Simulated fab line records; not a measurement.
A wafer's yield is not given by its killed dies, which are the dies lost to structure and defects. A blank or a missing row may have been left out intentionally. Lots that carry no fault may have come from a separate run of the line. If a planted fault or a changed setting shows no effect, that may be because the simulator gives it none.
Chamber matching :: flow n5 finfet :: 4 sister chambers for N5_BEOL_M7_ETCH_62 on rie diel-03
The step etches SOC in N2/H2, target depth 110 nm, overetch 22 nm, time 165 s. 8 wafers are shown with their chamber, then 7 later ones without.

EACH WAFER AND ITS CHAMBER
wafer: L131.1
chamber: 1
drypump motor current A (A): 6.3
showerhead plenum p Torr (Torr): 2.61

wafer: L130.1
chamber: 0
drypump motor current A (A): 5.1
showerhead plenum p Torr (Torr): 2.49

wafer: L135.4
chamber: 2
drypump motor current A (A): 5.6
showerhead plenum p Torr (Torr): 2.49

wafer: L134.2
chamber: 3
drypump motor current A (A): 5.8
showerhead plenum p Torr (Torr): 2.57

wafer: L134.5
chamber: 3
drypump motor current A (A): 5.8
showerhead plenum p Torr (Torr): 2.57

wafer: L134.6
chamber: 2
drypump motor current A (A): 5.7
showerhead plenum p Torr (Torr): 2.49

wafer: L144.2
chamber: 1
drypump motor current A (A): 6.3
showerhead plenum p Torr (Torr): 2.60

wafer: L144.4
chamber: 0
drypump motor current A (A): 5.1
showerhead plenum p Torr (Torr): 2.49

WAFERS WHOSE CHAMBER IS MISSING
wafer: L144.5
drypump motor current A (A): 5.6
showerhead plenum p Torr (Torr): 2.49

wafer: L146.3
drypump motor current A (A): 5.8
showerhead plenum p Torr (Torr): 2.56

wafer: L146.4
drypump motor current A (A): 5.6
showerhead plenum p Torr (Torr): 2.48

wafer: L146.6
drypump motor current A (A): 6.3
showerhead plenum p Torr (Torr): 2.60

wafer: L148.2
drypump motor current A (A): 6.3
showerhead plenum p Torr (Torr): 2.60

wafer: L148.3
drypump motor current A (A): 5.8
showerhead plenum p Torr (Torr): 2.56

wafer: L148.5
drypump motor current A (A): 5.6
showerhead plenum p Torr (Torr): 2.48

WHICH CHAMBER EACH ONE RAN IN
wafer: L144.5
from the rows above: 2
in truth: 2

wafer: L146.3
from the rows above: 3
in truth: 3

wafer: L146.4
from the rows above: 2
in truth: 2

wafer: L146.6
from the rows above: 1
in truth: 1

wafer: L148.2
from the rows above: 1
in truth: 1

wafer: L148.3
from the rows above: 3
in truth: 3

wafer: L148.5
from the rows above: 2
in truth: 2
Placed correctly: 7 of 7. Not placeable from these rows: 0. 0 placed wrongly.
How it was worked out, from the rows above alone: a wafer's distance from a chamber is the root of the sum, over the readings, of the square of ((its reading less the chamber's mean) divided by the reading's scatter). The wafer belongs to the nearest chamber; if the next one is less than 2 further off, it can't be placed. Each chamber's mean is taken over the wafers shown for it. How the scatter is found: for the shown wafers, subtract from each reading the mean of its chamber, square and add these, divide the total by (wafers less chambers), then take the root.
